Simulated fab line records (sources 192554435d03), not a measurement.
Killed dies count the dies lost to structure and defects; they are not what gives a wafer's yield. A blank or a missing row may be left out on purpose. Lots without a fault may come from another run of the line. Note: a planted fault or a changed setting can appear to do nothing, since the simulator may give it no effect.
Matching of chambers | flow n5-finfet | 4 sister chambers for N5_BEOL_M12_DESCUM_15 on rie-diel-04
The step chemistry O2, time 7.9 s. 4 wafers are shown with their chamber, then 7 later ones without.

== EACH WAFER AND ITS CHAMBER ==
wafer  | chamber | throttle-valve-pct (%)
L085.1 | 2       | 20.53
L085.3 | 3       | 20.51
L086.4 | 1       | 20.42
L086.5 | 0       | 20.25

== WAFERS WITHOUT THEIR CHAMBER ==
wafer  | throttle-valve-pct (%)
L086.6 | 20.42
L088.2 | 20.26
L088.3 | 20.45
L088.5 | 20.53
L092.2 | 20.28
L092.5 | 20.45
L092.6 | 20.54

== EACH ONE'S CHAMBER ==
wafer  | from the rows above     | in truth
L086.6 | 1                       | 1
L088.2 | 0                       | 0
L088.3 | can't be placed: 1 or 3 | 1
L088.5 | can't be placed: 2 or 3 | 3
L092.2 | 0                       | 0
L092.5 | can't be placed: 1 or 3 | 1
L092.6 | can't be placed: 2 or 3 | 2
Correctly placed: 3 of 7. From these rows, 4 cannot be placed; in 4 the true chamber is one of the candidates. Number placed wrongly: 0.
How it was worked out, from the rows above alone: a wafer's distance from a chamber is the root of the sum, over the readings, of the square of ((its reading less the chamber's mean) divided by the reading's scatter). If the next closest chamber is less than 2 further off than the closest, the wafer can't be placed; otherwise it belongs to the closest. For every chamber, the mean is computed from those of its wafers that are shown. The scatter (one wafer shown for each chamber): square how far every hidden wafer sits from the nearest shown wafer, average those squares and take the square root.
